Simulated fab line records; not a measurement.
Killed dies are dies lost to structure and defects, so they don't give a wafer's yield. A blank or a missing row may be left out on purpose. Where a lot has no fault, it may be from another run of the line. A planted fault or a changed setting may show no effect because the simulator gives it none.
Matching of chambers ; flow n5_finfet ; uv_cure-01 running N5_BEOL_M8_CURE_74: 3 sister chambers
The step cures SiCOH lowk, time 240 s. 3 wafers are shown with their chamber, then 10 later ones without.

## WAFERS PAIRED WITH THEIR CHAMBERS
wafer;chamber;wafer_temp_C_max
L080.5;1;386.2
L081.6;0;386.9
L087.4;2;388.3

## WAFERS WHOSE CHAMBER IS MISSING
wafer;wafer_temp_C_max
L087.5;387.2
L092.1;387.5
L092.2;387.6
L092.6;387.8
L094.1;386.3
L094.5;386.5
L094.6;387.5
L096.2;387.2
L096.3;387.3
L096.5;387.8

## WHICH CHAMBER EACH ONE RAN IN
wafer;from the rows above;in truth
L087.5;can't be placed: 0 or 1 or 2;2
L092.1;can't be placed: 0 or 2 or 1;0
L092.2;can't be placed: 2 or 0 or 1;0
L092.6;can't be placed: 2 or 0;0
L094.1;can't be placed: 1 or 0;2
L094.5;can't be placed: 1 or 0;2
L094.6;can't be placed: 0 or 2 or 1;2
L096.2;can't be placed: 0 or 1 or 2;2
L096.3;can't be placed: 0 or 2 or 1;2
L096.5;can't be placed: 2 or 0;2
Correct placement for 0 of the 10. Cannot be placed on the basis of these rows: 10; the candidates contain the true chamber in 8. Wrongly placed: 0.
How it was worked out, from the rows above alone: a wafer's distance from a chamber is the root of the sum, over the readings, of the square of ((its reading less the chamber's mean) divided by the reading's scatter). The wafer belongs to the nearest chamber; if the next one is less than 2 further off, it can't be placed. Each chamber's mean is taken over the wafers shown for it. The scatter: with one shown wafer a chamber, the root of the mean of the squares of how far each hidden wafer lies from its nearest shown one.
